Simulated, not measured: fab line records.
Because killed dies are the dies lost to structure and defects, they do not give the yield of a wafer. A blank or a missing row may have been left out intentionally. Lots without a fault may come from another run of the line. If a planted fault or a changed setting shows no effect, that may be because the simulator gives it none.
Chamber matching    flow n5Finfet    N5_BEOL_M8_CURE_75 on uvCure-03 has 3 sister chambers
The step cures SiCOH lowk, time 120 s. 14 wafers are shown with their chamber, then 7 later ones without.

WAFERS PAIRED WITH THEIR CHAMBERS
wafer   chamber  runLengthS (s)  wafer_temp_C_max  lampPowerPct (%)
L656.1  2        181.6           371.5             52.33
L656.5  2        181.8           371.5             52.32
L656.6  2        182.0           371.8             52.39
L657.2  1        177.3           372.1             52.35
L657.4  1        177.2           372.0             52.27
L657.6  1        176.9           371.5             52.36
L663.1  1        177.8           371.7             52.32
L663.4  1        177.6           371.8             52.21
L663.5  1        176.9           371.8             52.34
L670.3  0        178.1           372.5             52.34
L670.4  0        177.6           372.8             52.35
L670.5  0        177.9           372.8             52.38
L673.1  0        177.6           372.9             52.33
L673.4  0        177.6           372.6             52.28

SIGNATURES, as means of the wafers listed above
reading           chamber 0  chamber 1  chamber 2  scatter within a chamber
runLengthS        177.760    177.283    181.800    0.295
wafer_temp_C_max  372.720    371.817    371.600    0.19
lampPowerPct      52.3360    52.3083    52.3467    0.0475
Rule: distance of a wafer from a chamber = root of the sum over the readings of ((wafer's reading minus chamber's mean) / reading's scatter) squared. If the next closest chamber is less than 2 further off than the closest, the wafer can't be placed; otherwise it belongs to the closest. The scatter: take each reading less its chamber's mean, square it, sum over the shown wafers, divide by the number of wafers less the number of chambers, and take the root.

WAFERS WITHOUT THEIR CHAMBER
wafer   runLengthS (s)  wafer_temp_C_max  lampPowerPct (%)
L673.5  177.9           372.4             52.30
L671.2  178.6           371.0             52.27
L671.4  177.9           371.4             52.24
L671.5  177.9           371.8             52.29
L674.1  177.7           372.0             52.34
L674.2  177.5           372.2             52.30
L674.3  177.7           372.6             52.32

EACH ONE'S CHAMBER
wafer    from the rows above       in truth
L673.5   can't be placed: 0 or 1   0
L671.2   1                         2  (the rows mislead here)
L671.4   1                         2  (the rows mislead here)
L671.5   1                         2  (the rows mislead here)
L674.1   can't be placed: 1 or 0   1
L674.2   can't be placed: 1 or 0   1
L674.3   0                         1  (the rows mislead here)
Placed correctly: 0 of 7. From these rows, 3 cannot be placed; in 3 the true chamber is one of the candidates. Number placed wrongly: 4.
